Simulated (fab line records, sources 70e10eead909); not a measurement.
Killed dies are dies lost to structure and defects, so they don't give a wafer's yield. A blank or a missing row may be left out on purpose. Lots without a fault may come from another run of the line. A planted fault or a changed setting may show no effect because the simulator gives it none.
Which tool did it? | flow nand_harc | 12 lots, 36 wafers sampled, at 1 step of a route of 1302

WHAT THE GAUGES READ, wafer by wafer
NHARC_P_M1_THK_MEAS_24: measures by xrf.
lot  | measured     | on            | thk_nm (nm)
L075 | day 6 15:39  | film_metro-02 | 155.4 159.7 157.8
L077 | day 7 14:43  | film_metro-01 | 158.4 159.5 157.8
L079 | day 8 07:56  | film_metro-01 | 157.6 161.1 160.0
L081 | day 9 11:02  | film_metro-02 | 157.4 161.2 159.6
L083 | day 10 10:32 | film_metro-02 | 157.9 156.7 156.1
L085 | day 10 18:31 | film_metro-01 | 157.7 158.8 159.5
L087 | day 11 17:19 | film_metro-01 | 156.3 160.0 159.2
L088 | day 12 14:22 | film_metro-02 | 157.2 158.4 159.4
L091 | day 13 10:06 | film_metro-02 | 162.4 155.5 158.1
L093 | day 14 05:38 | film_metro-02 | 157.3 156.9 157.5
L095 | day 15 00:47 | film_metro-01 | 156.5 158.9 159.0
L097 | day 16 00:15 | film_metro-01 | 159.0 155.9 157.1

WHICH TOOL RAN EACH LOT (tool, then ch and the chambers of the sampled wafers, then the start)
The record holds no process step before these readings.

THE ANSWER, worked out from the rows above alone
Rule: what is usual is taken from the lots themselves. Put in order of their means at a reading, lots are off if they are a third of the lots or fewer, leave a main group of 4 or more, and stand apart from it by a gap of 3 or more times the standard deviation of the main group's means; of several such gaps the widest counts. A main group whose means are all the same, to the digits that the tables above print for the reading, isn't used. A lot without any number at a reading at which 4 lots or more have one is off too. The other lots that the step has rows for count as sound.
No lot is off at any reading shown: from this, nothing can be told.

WHAT THE SIMULATOR HAD PUT IN
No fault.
